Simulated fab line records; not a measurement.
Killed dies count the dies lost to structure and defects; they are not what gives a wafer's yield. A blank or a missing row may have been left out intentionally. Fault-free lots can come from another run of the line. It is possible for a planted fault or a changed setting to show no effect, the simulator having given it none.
A lot that was struck, set against a sound lot -- flow n5-finfet -- 16 out of 1938 route steps
Sound: wafers L749.2, L749.4, L749.6. Struck: wafers L761.3, L761.6. (L761.2 of the same lot was not struck and is left out.) The cause comes at the end.
Order at every step that has rows: each side's tool, ch and its chambers, its first start. Under that, the readings that differ: sound wafers -- struck wafers -- difference of the means -- sigmas: that difference in standard deviations of wafers without a fault.
alike: same words and numbers on both sides, and readings whose means sit less than 2 such deviations apart. not compared: any withheld reading, any reading some wafer has no value for, any bound like >300 that may hide the same value, and any number with overlapping values for which the record gives no deviation.
The two part at a step that has a row with sigmas, a row that says differs or no value, or rows on one side only. When numbers do not overlap yet have no deviation, they are printed without sigmas and do not part them. Lack of a reading on every wafer of one side parts them only where that side has two or more wafers.

first, 1 step without rows for these wafers: N5_HKMG_FIN_WET_ETCH_18 (etches TiN in SC1, time 55 s, target depth 5.2 nm, rinse time 30 s).
N5_HKMG_FIN_STRIP_19: strips in N2/H2, time 360 s.
  sound on plasma-asher-02 ch 0,1, day 4 04:13; struck on plasma-asher-02 ch 0,1, day 7 05:44
  alike: drypump-motor-current-A, h2-flow-sccm, heater-power-w, n2-flow-sccm, temp-c
  not compared: rf-hours-counter-h
N5_HKMG_FIN_ALD_91: deposits TiN, target thk 1 nm, pulse time 1 s, purge time 3 s.
  sound on ald-metal-03 ch 0,1,3, day 4 04:37; struck on ald-metal-03 ch 1,2, day 7 06:07
reading,sound,struck,difference,sigmas
precursor-pulse-height-rel,0.986 1.022 1.036,0.979 0.971,-0.040,-2
  alike: chamber-pressure-Torr, heater-power-w
then, 4 steps without rows for these wafers: N5_HKMG_FIN_COAT_85 (time 60 s, resist thk 300 nm); N5_HKMG_FIN_ETCH_86 (etches SOC in N2/H2, stops on TiN, target depth 393.2 nm); N5_HKMG_FIN_STRIP_89 (strips SOC in N2/H2, time 20 s); N5_HKMG_FIN_WET_ETCH_87 (etches TiN in SC1, time 154.2 s, target depth 4.7 nm, rinse time 30 s).
N5_HKMG_FIN_STRIP_88: strips in N2/H2, time 360 s.
  sound on plasma-asher-02 ch 0,1, day 4 05:12; struck on plasma-asher-02 ch 0,1, day 7 06:42
  alike: drypump-motor-current-A, h2-flow-sccm, heater-power-w, n2-flow-sccm, temp-c
  not compared: rf-hours-counter-h
N5_HKMG_FIN_NWFM_ALD_20: deposits TiAlC, target thk 2 nm, pulse time 3 s, purge time 2 s.
  sound on ald-metal-04 ch 0,1,3, day 4 05:35; struck on ald-metal-04 ch 2,3, day 7 07:05
  alike: chamber-pressure-Torr, heater-power-w, precursor-pulse-height-rel
then, 2 steps without rows for these wafers: N5_HKMG_FIN_ALD_71 (deposits TiN, target thk 1 nm, pulse time 1 s, purge time 3 s); N5_HKMG_FIN_COAT_66 (time 60 s, resist thk 300 nm).
N5_HKMG_FIN_ETCH_67: etches SOC in N2/H2, stops on TiN, target depth 388.9 nm.
  sound on rie-diel-06 ch 0,2, day 4 06:01; struck on rie-diel-03 ch 1, day 7 07:31
reading,sound,struck,difference,sigmas
throttle-valve-pct (%),17.84 17.84 18.16,17.36 17.33,-0.60,-2
  alike: drypump-motor-current-A, h2-flow-sccm, n2-flow-sccm, oes-product-au, rf-vpp-V, showerhead-plenum-p-Torr
  not compared: rf-hours-counter-h
N5_HKMG_FIN_STRIP_90: strips SOC in N2/H2, time 20 s.
  sound on rie-diel-06 ch 0,2, day 4 06:05; struck on rie-diel-03 ch 1, day 7 07:35
reading,sound,struck,difference,sigmas
power-w (W),496.6 500.0 500.5,519.3 519.4,+20.3,+15
throttle-valve-pct (%),18.9 18.9 19.5,18.2 18.2,-0.9,-2
  alike: drypump-motor-current-A, h2-flow-sccm, n2-flow-sccm, oes-product-au, rf-vpp-V, showerhead-plenum-p-Torr, temp-c
  not compared: rf-hours-counter-h
then, 1 step without rows for these wafers: N5_HKMG_FIN_WET_ETCH_73 (etches the open film in SC1, time 42.3 s, target depth 1.3 nm, rinse time 30 s).
-- record jumps: 5 days separate the struck wafers' starts on either side; left off in module HKMG_FIN, taken up again in module BEOL_M4, whose first shown step is the route's number 1111 --
N5_BEOL_M4_RC_MEAS_101:
  sound on prober-01 ch 0, day 9 13:10; struck on prober-02 ch 0, day 12 07:17
  alike: DIBL_N, DIBL_P, IOFF_N, IOFF_P, ION_N, ION_P, SS_N, SS_P, VT_N, VT_P
-- record jumps: 5 days separate the struck wafers' starts on either side; left off in module BEOL_M4, taken up again in module PASSIVATION, whose first shown step is the route's number 1936 --
N5_PASSIVATION_PROBE_49:
  sound on prober-02 at day 13 22:31; struck on prober-01 at day 16 21:41
reading,sound,struck,difference,sigmas
killed-at-contacts,31 32 51,11 33,-16,-2
  alike: defect-limited-yield, killed_at_M0_to_M3, killed_at_M4_up, killed-at-front-end, killed-at-other, killed-dies, killed-on-rim, killed-open, killed-short, sort_bin_5_function, sort_bin_6_memory, sort-n-pass, sort-yield-pct

## WHERE THEY PART
Earliest at N5_HKMG_FIN_ALD_91; latest, in this record, at N5_PASSIVATION_PROBE_49.

WHY: the cause the simulator had injected
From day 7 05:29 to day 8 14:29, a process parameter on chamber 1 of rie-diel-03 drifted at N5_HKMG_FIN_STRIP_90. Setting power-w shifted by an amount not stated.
